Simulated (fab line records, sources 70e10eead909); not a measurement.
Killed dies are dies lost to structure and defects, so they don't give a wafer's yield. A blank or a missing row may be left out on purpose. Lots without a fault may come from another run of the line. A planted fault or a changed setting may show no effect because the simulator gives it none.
fab line records | flow nand_harc | part 1 of 2: steps 1 to 4 of 6
record lots=24 wafers=72 last_day=24
route steps=1159 shown A_CONTACT@855
lots that met no fault: from a run of the same line without faults
start_h: hours from the record's first day to the start of the lot's first wafer shown | wait_h: hours since the lot's step before | " the same as in the row above | L1.1+2: a row that stands for several wafers | - no value, or no start given | * or withheld: withheld | < > ~ a bound
route shown NAME@n: a module of which the file shows steps, and the number in the route of the first | usual: mean/standard deviation of fault-free wafers | same: alike in all rows | chamber/n: place in a boat | sites: the reading at each site | _std_site: their standard deviation | _edge_site: outer sites' mean less inner sites' | radius_mm: how far each site lies from the wafer's centre | mask NAME#n: copy n | behind: the tool/chamber that last shaped the wafer | hold: why the lot was held/for how many hours/how that ended | device: the transistor (n, p or np) that didn't switch | end of line: the same wafers' tests at the end of the route | a step without rows: its recipe alone | killed: dies lost to structure and defects at the first sort, not the wafer's yield | map: a wafer's dies, x killed, . not, _ none there
set.NAME: the setting as run; set.NAME@STEP: as run at that earlier step | model.NAME: the simulator's own value behind a step, which no gauge read
steps of the route over a sample of lots; a table a step, a row a wafer
services: from which hour (start_h, from the record's first day; less than 0 if before it) a tool's chamber was out of use, for how many hours, and why
## steps
# step NHARC_A_CONTACT_OVL_MEAS_43
# usual overlay_x_nm=-0.1/0.82 overlay_y_nm=0.2/0.8
# columns lot.wafer tool chamber start_h wait_h overlay_x_nm overlay_y_nm
L075.3 overlay-01 - 366.52 - -0.2 1.2
L075.4 " - " " -0.2 1.7
L075.5 " - " " -0.3 1.4
L074.2 overlay-02 - 370.64 - 1.1 0.4
L074.5 " - " " 1.0 0.6
L074.6 " - " " 1.4 0.9
L076.1 overlay-01 - 376.73 - -0.2 0.5
L076.2 " - " " 0.4 1.2
L076.5 " - " " 0.2 0.9
L077.1 overlay-01 - 377.52 - 0.1 0.7
L077.3 " - " " 0.0 1.0
L077.4 " - " " 0.3 1.2
L078.1 overlay-01 - 403.50 - 0.1 0.0
L078.2 " - " " 0.2 -0.3
L078.3 " - " " 0.3 -0.6
L079.2 overlay-01 - 404.46 - 0.4 -0.8
L079.5 " - " " -0.3 0.3
L079.6 " - " " 0.5 -0.5
L080.3 overlay-02 - 407.90 - -0.2 0.8
L080.4 " - " " 0.2 1.2
L080.5 " - " " 0.1 1.0
L082.2 overlay-01 - 417.11 - -1.7 -2.3
L082.3 " - " " -1.2 -1.9
L082.4 " - " " -1.4 -2.0
L083.1 overlay-02 - 419.25 - 0.5 -0.1
L083.2 " - " " 0.7 -0.6
L083.6 " - " " 0.0 -0.4
L081.1 overlay-02 - 424.05 - 0.9 0.6
L081.4 " - " " 0.1 0.6
L081.5 " - " " -0.3 0.6
L086.2 overlay-01 - 434.64 - -0.9 0.7
L086.5 " - " " -1.3 0.7
L086.6 " - " " -0.8 0.4
L084.2 overlay-01 - 436.89 - 0.5 1.4
L084.4 " - " " 0.9 0.8
L084.5 " - " " 0.8 0.4
L085.1 overlay-01 - 442.03 - -0.5 0.8
L085.4 " - " " -0.6 0.9
L085.6 " - " " -0.8 1.1
L087.1 overlay-01 - 445.14 - -1.9 0.5
L087.2 " - " " -1.9 0.0
L087.4 " - " " -1.7 0.5
L089.3 overlay-02 - 453.04 - 0.1 0.4
L089.4 " - " " -0.1 0.2
L089.6 " - " " -0.5 0.5
L088.1 overlay-02 - 453.32 - -0.4 1.2
L088.4 " - " " -0.6 0.7
L088.6 " - " " -0.8 1.1
L090.2 overlay-01 - 471.20 - -0.3 0.1
L090.4 " - " " -0.4 -0.3
L090.5 " - " " -0.1 0.0
L093.1 overlay-02 - 472.04 - 1.1 -0.1
L093.2 " - " " 1.2 -0.5
L093.6 " - " " 1.1 -0.7
L091.2 overlay-02 - 477.69 - 0.4 -0.5
L091.3 " - " " 0.1 0.0
L091.5 " - " " 0.6 0.1
L094.1 overlay-02 - 492.68 - 0.3 -1.3
L094.4 " - " " 0.7 -1.3
L094.5 " - " " 0.5 -0.9
L092.1 overlay-02 - 495.36 - -1.4 0.1
L092.3 " - " " -0.6 0.9
L092.6 " - " " -0.6 -0.2
L095.2 overlay-02 - 498.48 - 0.6 -1.0
L095.3 " - " " 0.6 -0.7
L095.6 " - " " 0.9 -0.9
L096.2 overlay-01 - 503.45 - 0.6 0.4
L096.3 " - " " 0.5 0.5
L096.4 " - " " 0.3 0.5
L097.1 overlay-01 - 508.67 - -1.5 0.1
L097.2 " - " " -1.6 0.9
L097.4 " - " " -1.5 0.5
# step NHARC_A_CONTACT_ETCH_49
# recipe target_depth_a=2600 over_etch_frac=0.3 time_s=475.3 ion_energy_ev=200 n2_flow_sccm=150 h2_flow_sccm=150 ar_flow_sccm=0 rf_w=400 bias_w=150 chemistry=N2/H2
# usual drypump_motor_current_A=5.65/0.26 n2_flow_sccm=150.0/0.48 oes_product_au=1.000/0.0068 rf_vpp_V=430.2/2.3 showerhead_plenum_p_Torr=2.03/0.075 throttle_valve_pct=14.171/0.0089
# columns lot.wafer tool chamber start_h wait_h drypump_motor_current_A n2_flow_sccm oes_product_au rf_hours_counter_h rf_vpp_V showerhead_plenum_p_Torr throttle_valve_pct
L075.3 rie_diel-12 0 - - 5.51 150.4 0.993 34 434.4 2.14 14.161
L075.5 " 1 " " 5.78 149.8 1.006 - 429.8 2.02 14.178
L075.4 " 2 " " 5.87 151.0 1.002 - 427.0 1.96 14.186
L074.2 rie_diel-12 1 - - 5.78 149.8 1.006 33 430.6 2.02 14.163
L074.5 " 2 " " 5.90 150.7 1.001 - 428.1 1.96 14.187
L074.6 " 0 " " 5.52 150.3 0.995 - 433.5 2.14 14.181
L076.2 rie_diel-12 3 - - 5.41 149.5 1.004 22 431.1 1.96 14.170
L076.1 " 1 " " 5.81 149.4 1.013 34 430.2 2.02 14.164
L076.5 " 2 " " 5.86 150.5 0.997 - 428.9 1.96 14.156
L077.4 rie_diel-04 3 - - 5.76 149.8 0.998 27 433.1 2.10 14.171
L077.3 " 0 " " 5.41 150.2 0.995 27 428.0 1.97 14.178
L077.1 " 1 " " 5.59 150.6 0.994 25 435.0 2.19 14.161
L078.2 rie_diel-12 3 - - 5.43 150.9 0.992 1 428.8 1.96 14.188
L078.1 " 0 " " 5.54 150.5 0.993 1 433.3 2.14 14.169
L078.3 " 1 " " 5.81 149.6 0.991 1 428.9 2.02 14.170
L079.2 rie_diel-02 2 - - 6.26 150.1 0.987 29 432.5 2.12 14.172
L079.6 " 0 " " 5.64 149.3 0.998 - 434.0 2.14 14.163
L079.5 " 1 " " 5.82 150.8 0.996 - 429.2 2.00 14.176
L080.4 rie_diel-12 2 - - 5.86 149.7 0.998 2 428.2 1.96 14.170
L080.3 " 0 " " 5.51 150.1 1.009 2 432.6 2.14 14.161
L080.5 " 2 " " 5.87 150.3 0.997 - 427.9 1.96 14.170
L082.2 rie_diel-12 1 - - 5.82 149.0 1.012 3 429.3 2.02 14.171
L082.4 " 3 " " 5.44 150.3 0.999 3 428.0 1.96 14.181
L082.3 " 0 " " 5.51 149.9 1.011 3 434.2 2.14 14.169
L083.2 rie_diel-12 2 - - 5.88 150.3 0.996 4 428.5 1.96 14.165
L083.1 " 3 " " 5.51 150.0 1.001 4 428.7 1.96 14.176
L083.6 " 2 " " 5.88 149.8 0.992 - 425.6 1.96 14.177
L081.1 rie_diel-04 3 - - 5.75 150.4 0.994 43 431.4 2.09 14.177
L081.4 " 1 " " 5.55 149.6 1.000 43 433.8 2.18 14.161
L081.5 " 0 " " 5.43 150.0 0.999 - 427.1 1.96 14.164
L086.2 rie_diel-12 2 - - 5.89 150.7 0.995 8 427.4 1.96 14.184
L086.6 " 2 " " 5.86 149.8 0.999 - 428.4 1.96 14.189
L086.5 " 3 " " 5.38 150.3 0.997 - 427.4 1.96 14.162
L084.2 rie_diel-12 1 - - 5.82 150.2 1.002 9 428.2 2.02 14.163
L084.4 " 2 " " 5.87 149.9 0.991 8 428.1 1.95 14.162
L084.5 " 3 " " 5.41 150.4 0.986 - 428.2 1.96 14.159
L085.4 rie_diel-12 1 - - 5.78 150.0 1.008 10 431.8 2.02 14.168
L085.1 " 0 " " 5.53 150.8 0.990 9 432.7 2.13 14.174
L085.6 " 2 " " 5.86 149.5 0.990 - 428.3 1.96 14.174
L087.4 rie_diel-02 3 - - 4.92 150.4 1.011 37 429.7 2.00 14.179
L087.1 " 0 " " 5.65 149.5 1.001 44 435.0 2.14 14.173
L087.2 " 2 " " 6.23 150.1 0.995 40 432.5 2.12 14.177
L089.4 rie_diel-12 3 - - 5.45 150.2 1.006 12 428.6 1.96 14.174
L089.3 " 1 " " 5.77 150.5 1.007 12 430.1 2.02 14.170
L089.6 " 2 " " 5.88 150.4 1.002 - 428.7 1.95 14.168
L088.4 rie_diel-04 1 - - 5.55 149.4 1.006 57 432.5 2.18 14.172
L088.1 " 0 " " 5.39 149.3 1.009 55 428.3 1.96 14.174
L088.6 " 1 " " 5.55 149.4 0.999 - 434.3 2.18 14.169
L090.4 rie_diel-12 0 - - 5.52 149.4 0.999 14 434.1 2.13 14.169
L090.2 " 2 " " 5.86 150.9 1.000 14 426.6 1.95 14.188
L090.5 " 1 " " 5.82 149.6 1.000 - 431.2 2.01 14.167
L093.2 rie_diel-02 0 - - 5.65 150.5 1.007 58 432.7 2.14 14.169
L093.1 " 3 " " 4.92 150.1 1.004 48 429.2 2.00 14.175
L093.6 " 0 " " 5.66 150.5 0.998 - 432.2 2.14 14.163
L091.3 rie_diel-12 1 - - 5.78 150.9 1.004 15 430.5 2.01 14.165
L091.2 " 2 " " 5.88 149.5 1.003 15 427.4 1.95 14.164
L091.5 " 2 " " 5.86 149.9 1.004 - 426.5 1.95 14.148
L094.4 rie_diel-02 0 - - 5.64 150.4 0.990 64 433.1 2.13 14.180
L094.1 " 1 " " 5.84 150.0 0.999 63 428.8 1.99 14.187
L094.5 " 0 " " 5.65 149.9 0.997 - 434.2 2.13 14.164
L092.3 rie_diel-02 1 - - 5.86 149.9 0.998 65 429.1 1.99 14.167
L092.1 " 2 " " 6.24 150.6 1.013 62 433.7 2.11 14.178
L092.6 " 0 " " 5.66 148.9 1.003 - 432.8 2.13 14.175
L095.3 rie_diel-12 3 - - 5.39 149.3 0.998 18 428.4 1.95 14.166
L095.2 " 0 " " 5.53 149.9 1.002 18 431.6 2.13 14.179
L095.6 " 3 " " 5.43 149.4 1.004 - 427.2 1.95 14.160
L096.3 rie_diel-12 2 - - 5.85 149.9 0.997 19 427.7 1.95 14.168
L096.2 " 3 " " 5.40 149.9 0.998 19 428.0 1.95 14.178
L096.4 " 0 " " 5.53 149.8 1.000 20 433.4 2.13 14.168
L097.4 rie_diel-12 0 - - 5.50 150.0 0.997 21 433.2 2.13 14.159
L097.2 " 1 " " 5.80 150.4 1.002 22 429.4 2.01 14.167
L097.1 " 2 " " 5.86 150.3 0.995 20 427.1 1.95 14.181
# step NHARC_A_CONTACT_ETCH_50
# recipe target_depth_a=847 time_s=42.4 cf4_flow_sccm=100 chf3_flow_sccm=30 ar_flow_sccm=0 rf_w=500 bias_w=200 chemistry=CF4/CHF3
# usual drypump_motor_current_A=5.65/0.27 oes_product_au=0.951/0.023 rf_vpp_V=370.7/1.9 showerhead_plenum_p_Torr=1.57/0.054 throttle_valve_pct=16.804/0.0094
# columns lot.wafer tool chamber start_h wait_h drypump_motor_current_A oes_product_au rf_hours_counter_h rf_vpp_V showerhead_plenum_p_Torr throttle_valve_pct
L075.3 rie_diel-12 1 - - 5.80 0.959 33 369.3 1.56 16.823
L075.4 " 2 " " 5.86 0.963 - 369.6 1.52 16.791
L075.5 " 1 " " 5.79 0.968 - 371.3 1.56 16.801
L074.2 rie_diel-12 1 - - 5.77 0.928 34 370.1 1.56 16.812
L074.5 " 2 " " 5.87 0.916 - 368.3 1.52 16.809
L074.6 " 0 " " 5.52 0.917 - 372.7 1.64 16.805
L076.2 rie_diel-12 1 - - 5.77 0.993 35 370.4 1.56 16.810
L076.1 " 2 " " 5.86 0.967 31 368.7 1.52 16.798
L076.5 " 0 " " 5.51 0.975 - 372.2 1.64 16.805
L077.1 rie_diel-04 1 - - 5.55 0.949 25 373.7 1.68 16.802
L077.3 " 2 " " 5.06 0.944 28 371.9 1.58 16.800
L077.4 " 3 " " 5.74 0.942 28 371.7 1.61 16.793
L078.3 rie_diel-12 1 - - 5.80 0.982 1 369.8 1.56 16.791
L078.1 " 2 " " 5.86 0.973 1 369.4 1.52 16.798
L078.2 " 0 " " 5.52 0.953 1 372.1 1.64 16.814
L079.2 rie_diel-02 3 - - 4.90 0.929 26 370.2 1.55 16.801
L079.5 " 1 " " 5.79 0.919 - 370.4 1.55 16.796
L079.6 " 2 " " 6.22 0.921 - 372.2 1.63 16.786
L080.4 rie_diel-12 3 - - 5.40 0.952 2 369.0 1.52 16.817
L080.3 " 0 " " 5.51 0.957 2 373.2 1.64 16.815
L080.5 " 1 " " 5.81 0.978 - 370.2 1.56 16.789
L082.3 rie_diel-12 0 - - 5.52 0.957 3 375.1 1.64 16.803
L082.2 " 1 " " 5.81 0.966 4 370.1 1.56 16.814
L082.4 " 2 " " 5.87 0.968 4 368.7 1.51 16.799
L083.1 rie_diel-12 0 - - 5.53 0.967 4 373.8 1.64 16.792
L083.2 " 2 " " 5.88 0.958 4 368.6 1.51 16.804
L083.6 " 1 " " 5.76 0.967 - 370.9 1.56 16.804
L081.1 rie_diel-04 3 - - 5.75 0.928 43 372.7 1.61 16.795
L081.4 " 0 " " 5.39 0.911 43 368.7 1.52 16.787
L081.5 " 3 " " 5.76 0.916 - 372.8 1.61 16.816
L086.2 rie_diel-12 1 - - 5.78 0.973 8 370.7 1.56 16.806
L086.5 " 3 " " 5.36 0.979 - 369.7 1.52 16.803
L086.6 " 0 " " 5.52 0.961 - 372.5 1.64 16.800
L084.4 rie_diel-12 0 - - 5.50 0.922 8 373.2 1.64 16.810
L084.2 " 1 " " 5.79 0.926 9 369.2 1.56 16.800
L084.5 " 3 " " 5.47 0.927 - 368.1 1.52 16.823
L085.4 rie_diel-12 2 - - 5.85 0.943 10 369.6 1.51 16.823
L085.1 " 3 " " 5.40 0.957 9 368.8 1.52 16.804
L085.6 " 1 " " 5.75 0.959 - 369.8 1.56 16.798
L087.2 rie_diel-02 1 - - 5.83 0.952 45 370.6 1.54 16.815
L087.1 " 0 " " 5.63 0.959 46 372.6 1.64 16.805
L087.4 " 0 " " 5.63 0.956 - 373.1 1.64 16.820
L089.4 rie_diel-12 3 - - 5.39 0.955 12 367.8 1.51 16.808
L089.3 " 0 " " 5.51 0.953 12 372.5 1.64 16.810
L089.6 " 3 " " 5.42 0.964 - 367.3 1.51 16.803
L088.1 rie_diel-04 1 - - 5.53 0.929 57 373.6 1.67 16.791
L088.4 " 0 " " 5.38 0.931 55 369.2 1.52 16.804
L088.6 " 1 " " 5.54 0.925 - 374.1 1.67 16.799
L090.4 rie_diel-12 0 - - 5.51 0.956 14 372.4 1.64 16.812
L090.2 " 1 " " 5.79 0.974 14 371.8 1.56 16.800
L090.5 " 1 " " 5.79 0.969 - 371.4 1.56 16.791
L093.1 rie_diel-02 2 - - 6.23 0.919 55 374.0 1.63 16.807
L093.2 " 3 " " 4.94 0.935 48 369.9 1.54 16.805
L093.6 " 3 " " 4.92 0.922 - 370.4 1.54 16.789
L091.3 rie_diel-12 1 - - 5.79 0.976 15 370.8 1.56 16.817
L091.2 " 2 " " 5.86 0.955 16 368.7 1.51 16.801
L091.5 " 1 " " 5.78 0.985 - 370.8 1.56 16.799
L094.4 rie_diel-02 0 - - 5.62 0.922 64 372.6 1.64 16.811
L094.1 " 1 " " 5.80 0.922 64 369.0 1.54 16.811
L094.5 " 0 " " 5.62 0.920 - 373.7 1.64 16.791
L092.1 rie_diel-02 1 - - 5.84 0.928 65 369.8 1.54 16.812
L092.3 " 2 " " 6.22 0.919 62 372.0 1.63 16.802
L092.6 " 0 " " 5.63 0.920 - 372.0 1.64 16.810
L095.2 rie_diel-12 3 - - 5.48 0.961 18 368.4 1.51 16.818
L095.3 " 1 " " 5.76 0.965 19 370.2 1.55 16.791
L095.6 " 1 " " 5.75 0.959 - 369.8 1.55 16.831
L096.2 rie_diel-12 2 - - 5.85 0.966 19 369.1 1.51 16.795
L096.4 " 3 " " 5.44 0.961 19 367.9 1.51 16.798
L096.3 " 0 " " 5.52 0.976 20 372.5 1.64 16.798
L097.4 rie_diel-12 1 - - 5.79 0.947 22 371.1 1.55 16.803
L097.1 " 2 " " 5.86 0.951 21 369.1 1.51 16.802
L097.2 " 0 " " 5.50 0.948 21 372.6 1.64 16.810
# step NHARC_A_CONTACT_ETCH_119
# recipe source_w=withheld pressure_mtorr=20 bias_v=3000 time_s=94 target_depth_a=9220 ar_flow_sccm=withheld c4f8_flow_sccm=withheld o2_flow_sccm=withheld chemistry=C4F8/O2/Ar
# usual oes_air_line_au=0.999/0.019
# columns lot.wafer tool chamber start_h wait_h oes_air_line_au rf_hours_counter_h
L075.3 har_cap_etch-01 0 369.37 0.1 0.990 -
L075.4 " 1 " " 0.968 -
L075.5 " 0 " " 0.984 -
L074.2 har_cap_etch-01 1 373.09 0.1 0.986 58
L074.6 " 0 " " 1.005 -
L074.5 " 1 " " 0.968 -
L076.1 har_cap_etch-03 1 378.93 0.1 1.006 81
L076.2 " 0 " " 0.995 81
L076.5 " 1 " " 1.000 -
L077.1 har_cap_etch-02 1 379.80 0.1 1.001 9
L077.4 " 0 " " 1.038 -
L077.3 " 1 " " 0.994 -
L078.2 har_cap_etch-02 0 405.70 0.1 0.985 14
L078.1 " 1 " " 1.006 14
L078.3 " 0 " " 0.954 -
L079.2 har_cap_etch-01 1 406.67 0.1 1.037 62
L079.5 " 0 " " 0.977 -
L079.6 " 1 " " 0.989 -
L080.4 har_cap_etch-03 1 410.11 0.1 0.999 -
L080.3 " 0 " " 0.964 -
L080.5 " 1 " " 0.997 -
L082.2 har_cap_etch-02 1 419.31 0.1 1.038 16
L082.3 " 1 " " 0.971 -
L082.4 " 0 " " 0.991 -
L083.2 har_cap_etch-01 1 421.43 0.1 0.994 65
L083.1 " 0 " " 0.969 65
L083.6 " 1 " " 0.980 -
L081.1 har_cap_etch-03 1 426.25 0.1 1.002 90
L081.4 " 1 " " 1.006 -
L081.5 " 1 " " 0.996 -
L086.2 har_cap_etch-02 0 436.83 0.1 0.991 20
L086.5 " 0 " " 0.984 -
L086.6 " 1 " " 1.005 -
L084.2 har_cap_etch-03 0 439.55 0.1 1.040 93
L084.4 " 0 " " 1.014 -
L084.5 " 0 " " 0.970 -
L085.1 har_cap_etch-01 1 444.30 0.1 0.991 69
L085.4 " 0 " " 1.016 -
L085.6 " 1 " " 1.012 -
L087.1 har_cap_etch-02 0 449.39 0.1 1.019 23
L087.2 " 1 " " 1.003 23
L087.4 " 1 " " 1.005 -
L089.3 har_cap_etch-03 1 455.27 0.1 1.016 -
L089.4 " 0 " " 0.983 -
L089.6 " 0 " " 0.983 -
L088.1 har_cap_etch-02 0 455.97 0.1 1.023 25
L088.4 " 0 " " 0.993 -
L088.6 " 0 " " 1.012 -
L090.2 har_cap_etch-01 1 473.41 0.1 1.008 74
L090.4 " 1 " " 0.971 -
L090.5 " 1 " " 0.989 -
L093.2 har_cap_etch-02 0 476.56 0.1 0.994 29
L093.1 " 1 " " 1.003 29
L093.6 " 1 " " 1.005 -
L091.2 har_cap_etch-03 1 480.18 0.1 1.039 99
L091.3 " 1 " " 1.008 -
L091.5 " 1 " " 0.995 -
L094.1 har_cap_etch-01 0 494.90 0.1 1.001 77
L094.4 " 1 " " 1.021 -
L094.5 " 1 " " 0.985 -
L092.1 har_cap_etch-02 1 497.95 0.1 1.003 32
L092.3 " 0 " " 0.974 -
L092.6 " 1 " " 1.028 -
L095.2 har_cap_etch-01 1 500.91 0.1 0.994 78
L095.3 " 1 " " 0.986 -
L095.6 " 0 " " 0.967 -
L096.2 har_cap_etch-02 1 505.64 0.1 0.973 33
L096.3 " 1 " " 0.983 -
L096.4 " 0 " " 1.022 -
L097.1 har_cap_etch-01 1 510.90 0.1 0.994 81
L097.2 " 0 " " 1.026 81
L097.4 " 0 " " 1.017 -
